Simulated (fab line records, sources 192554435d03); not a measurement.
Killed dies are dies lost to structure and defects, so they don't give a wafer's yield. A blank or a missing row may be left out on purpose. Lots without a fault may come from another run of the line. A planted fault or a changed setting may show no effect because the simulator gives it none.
Chamber matching | flow n5_finfet | N5_PMOS_HMC_CHANNEL_EPI_DESCUM_14 on rie_diel-02: 4 sister chambers
The step chemistry O2, time 7.9 s. 14 wafers are shown with their chamber, then 7 later ones without.

WAFERS WITH THEIR CHAMBER
wafer  | chamber | showerhead_plenum_p_Torr (Torr) | throttle_valve_pct (%) | oes_product_au (a.u.)
L074.3 | 1       | 2.08                            | 20.14                  | 0.76
L074.5 | 1       | 2.08                            | 20.17                  | 0.77
L074.6 | 2       | 2.01                            | 20.43                  | 0.77
L085.1 | 3       | 2.26                            | 20.35                  | 0.93
L085.2 | 2       | 2.00                            | 20.46                  | 0.75
L085.5 | 3       | 2.26                            | 20.35                  | 0.93
L087.1 | 2       | 2.00                            | 20.46                  | 0.75
L087.4 | 1       | 2.07                            | 20.19                  | 0.76
L087.5 | 0       | 2.08                            | 20.55                  | 0.91
L091.1 | 1       | 2.07                            | 20.22                  | 0.74
L091.5 | 0       | 2.08                            | 20.54                  | 0.89
L091.6 | 3       | 2.25                            | 20.38                  | 0.91
L094.2 | 0       | 2.07                            | 20.56                  | 0.87
L094.4 | 2       | 2.00                            | 20.48                  | 0.73

SIGNATURES (means of the wafers above)
reading                  | chamber 0 | chamber 1 | chamber 2 | chamber 3 | scatter within a chamber
showerhead_plenum_p_Torr | 2.0767    | 2.0750    | 2.0025    | 2.2567    | 0.00555
throttle_valve_pct       | 20.5500   | 20.1800   | 20.4575   | 20.3600   | 0.0234
oes_product_au           | 0.8900    | 0.7575    | 0.7500    | 0.9233    | 0.0153
Rule: a wafer's distance from a chamber is the root of the sum, over the readings, of the square of ((its reading less the chamber's mean) divided by the reading's scatter). The wafer belongs to the nearest chamber; if the next one is less than 2 further off, it can't be placed. The scatter: the root of (the sum of the squares of (reading less its chamber's mean) over the shown wafers, divided by (wafers less chambers)).

WAFERS WITHOUT THEIR CHAMBER
wafer  | showerhead_plenum_p_Torr (Torr) | throttle_valve_pct (%) | oes_product_au (a.u.)
L094.5 | 2.25                            | 20.38                  | 0.89
L096.1 | 2.25                            | 20.37                  | 0.89
L096.4 | 2.07                            | 20.21                  | 0.74
L096.5 | 2.00                            | 20.48                  | 0.74
L097.1 | 2.07                            | 20.55                  | 0.87
L097.5 | 2.00                            | 20.48                  | 0.73
L097.6 | 2.06                            | 20.22                  | 0.74

WHICH CHAMBER EACH WENT THROUGH
wafer  | from the rows above | in truth
L094.5 | 3                   | 3
L096.1 | 3                   | 3
L096.4 | 1                   | 1
L096.5 | 2                   | 2
L097.1 | 0                   | 0
L097.5 | 2                   | 2
L097.6 | 1                   | 1
Placed correctly: 7 of 7. Can't be placed from these rows: 0. Placed wrongly: 0.
